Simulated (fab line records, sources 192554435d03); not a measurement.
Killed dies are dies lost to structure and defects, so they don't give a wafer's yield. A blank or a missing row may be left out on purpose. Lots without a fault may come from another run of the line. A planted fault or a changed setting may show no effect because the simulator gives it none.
Which tool did it? | flow n5_finfet | 9 lots, 27 wafers sampled, at 1 step of a route of 1938

WHAT THE GAUGES READ, wafer by wafer
N5_BEOL_M4_RC_MEAS_101.
lot  | measured     | on        | DIBL_N (mV/V)  | DIBL_P (mV/V)  | IOFF_N (nA/um)    | IOFF_P (nA/um)    | ION_N (uA/um) | ION_P (uA/um) | SS_N (mV/dec)  | SS_P (mV/dec)  | VT_N (mV)         | VT_P (mV)
L323 | day 8 12:34  | prober-02 | 36.4 36.8 34.2 | 36.6 37.2 34.2 | 0.157 0.168 0.123 | 0.228 0.234 0.191 | 673 667 664   | 465 463 456   | 71.7 72.5 71.4 | 73.9 74.0 72.8 | 252.4 250.6 254.9 | -249.1 -248.0 -250.8
L330 | day 10 17:31 | prober-02 | 35.0 35.8 35.3 | 36.0 36.0 36.2 | 0.133 0.146 0.143 | 0.176 0.171 0.181 | 668 657 675   | 463 446 459   | 71.6 71.3 71.8 | 73.2 72.7 73.3 | 250.4 252.2 248.1 | -252.8 -252.0 -255.4
L331 | day 10 20:30 | prober-01 | 35.7 36.9 37.6 | 34.9 36.0 35.8 | 0.142 0.154 0.162 | 0.204 0.207 0.207 | 672 660 661   | 468 459 452   | 71.3 71.2 72.1 | 72.5 73.3 72.9 | 249.4 246.6 251.6 | -246.3 -248.5 -247.9
L332 | day 10 21:04 | prober-02 | 37.0 37.2 37.8 | 36.7 38.1 37.9 | 0.177 0.190 0.192 | 0.185 0.202 0.205 | 682 687 686   | 456 458 459   | 71.9 71.6 71.6 | 73.0 74.1 73.4 | 247.8 247.5 244.2 | -255.2 -252.1 -253.5
L335 | day 11 14:55 | prober-01 | 35.0 35.0 35.4 | 35.2 35.0 35.9 | 0.154 0.155 0.172 | 0.215 0.213 0.230 | 688 680 681   | 472 469 466   | 71.2 70.3 71.2 | 74.1 73.4 73.5 | 246.0 250.0 244.4 | -248.1 -248.0 -247.5
L339 | day 13 04:40 | prober-02 | 35.7 36.4 36.1 | 35.6 37.2 36.2 | 0.161 0.173 0.163 | 0.188 0.212 0.193 | 681 675 689   | 458 457 462   | 72.2 71.8 71.4 | 73.8 74.8 73.2 | 249.8 248.5 250.0 | -252.5 -249.4 -252.2
L340 | day 13 07:33 | prober-02 | 36.0 36.4 36.4 | 34.2 33.9 35.0 | 0.153 0.162 0.162 | 0.213 0.216 0.231 | 670 661 665   | 462 457 466   | 71.6 71.6 71.4 | 73.0 71.9 73.6 | 250.2 250.8 250.8 | -250.2 -246.2 -248.0
L342 | day 13 08:16 | prober-01 | 36.9 40.8 38.4 | 36.1 42.2 38.3 | 0.163 0.254 0.188 | 0.192 0.309 0.240 | 676 706 699   | 459 473 472   | 71.7 72.2 71.9 | 73.5 75.0 74.3 | 249.4 244.1 248.1 | -251.9 -243.8 -250.8
L343 | day 13 09:50 | prober-02 | 34.1 37.0 35.6 | 32.7 36.4 35.0 | 0.122 0.164 0.149 | 0.172 0.225 0.198 | 674 673 691   | 465 463 470   | 70.9 71.6 71.2 | 72.6 73.3 73.7 | 252.4 248.5 247.3 | -251.9 -248.6 -248.5

WHICH TOOL RAN EACH LOT (tool, then ch and the chambers of the sampled wafers, then the start)
The record holds no process step before these readings.

WHAT THE TOOLS THEMSELVES READ (means of the sampled wafers that have a number; where no wafer has one, the mark that the record gives instead)
The record holds no such reading with a usual standard deviation.

THE ANSWER, worked out from the rows above alone
Rule: what is usual is taken from the lots themselves. Put in order of their means at a reading, lots are off if they are a third of the lots or fewer, leave a main group of 4 or more, and stand apart from it by a gap of 3 or more times the standard deviation of the main group's means; of several such gaps the widest counts. A main group whose means are all the same, to the digits that the tables above print for the reading, isn't used. A lot without any number at a reading at which 4 lots or more have one is off too. The other lots that the step has rows for count as sound. The gauges are gone through in route order, then the tools' own readings, and for those a lot's mean is taken as printed above. The first step at which some lot is off is used, and at that step the reading that is off furthest; a lot without a number counts as furthest.
No lot is off at any reading shown: from this, nothing can be told.

WHAT THE SIMULATOR HAD PUT IN
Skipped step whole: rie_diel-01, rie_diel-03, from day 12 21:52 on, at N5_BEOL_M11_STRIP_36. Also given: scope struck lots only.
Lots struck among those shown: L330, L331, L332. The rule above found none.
